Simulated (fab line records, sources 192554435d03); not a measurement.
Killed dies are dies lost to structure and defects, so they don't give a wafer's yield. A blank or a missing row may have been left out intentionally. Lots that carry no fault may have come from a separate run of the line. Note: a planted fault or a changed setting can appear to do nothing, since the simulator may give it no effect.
Chamber matching | flow n5 finfet | pecvd-04 running N5_BEOL_M0_DEP_125: 3 sister chambers
The step deposits SiCN from 3MS/NH3, target thk 8 nm, time 14 s. 6 wafers are shown with their chamber, then 7 later ones without.

== WAFERS, EACH WITH ITS CHAMBER ==
wafer  | chamber | throttle valve pct (%) | showerhead plenum p Torr (Torr)
L077.5 | 2       | 10.8                   | 3.671
L087.3 | 0       | 9.5                    | 3.610
L087.5 | 1       | 9.3                    | 3.667
L087.6 | 2       | 10.7                   | 3.673
L088.1 | 1       | 8.9                    | 3.658
L088.2 | 0       | 9.3                    | 3.613

== WAFERS WHOSE CHAMBER IS MISSING ==
wafer  | throttle valve pct (%) | showerhead plenum p Torr (Torr)
L088.3 | 9.4                    | 3.616
L092.1 | 9.1                    | 3.675
L092.4 | 9.2                    | 3.619
L092.5 | 9.3                    | 3.620
L095.3 | 9.0                    | 3.669
L095.5 | 8.1                    | 3.662
L095.6 | 9.4                    | 3.625

== CHAMBER TAKEN BY EACH ==
wafer  | from the rows above | in truth
L088.3 | 0                   | 0
L092.1 | 1                   | 1
L092.4 | 0                   | 0
L092.5 | 0                   | 0
L095.3 | 1                   | 1
L095.5 | 1                   | 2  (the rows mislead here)
L095.6 | 0                   | 0
6 of 7 placed correctly. Left unplaced by these rows: 0. Number placed wrongly: 1.
How it was worked out, from the rows above alone: a wafer's distance from a chamber is the root of the sum, over the readings, of the square of ((its reading less the chamber's mean) divided by the reading's scatter). The wafer belongs to the nearest chamber; if the next one is less than 2 further off, it can't be placed. A chamber's mean is the mean of its shown wafers. How the scatter is found: for the shown wafers, subtract from each reading the mean of its chamber, square and add these, divide the total by (wafers less chambers), then take the root.
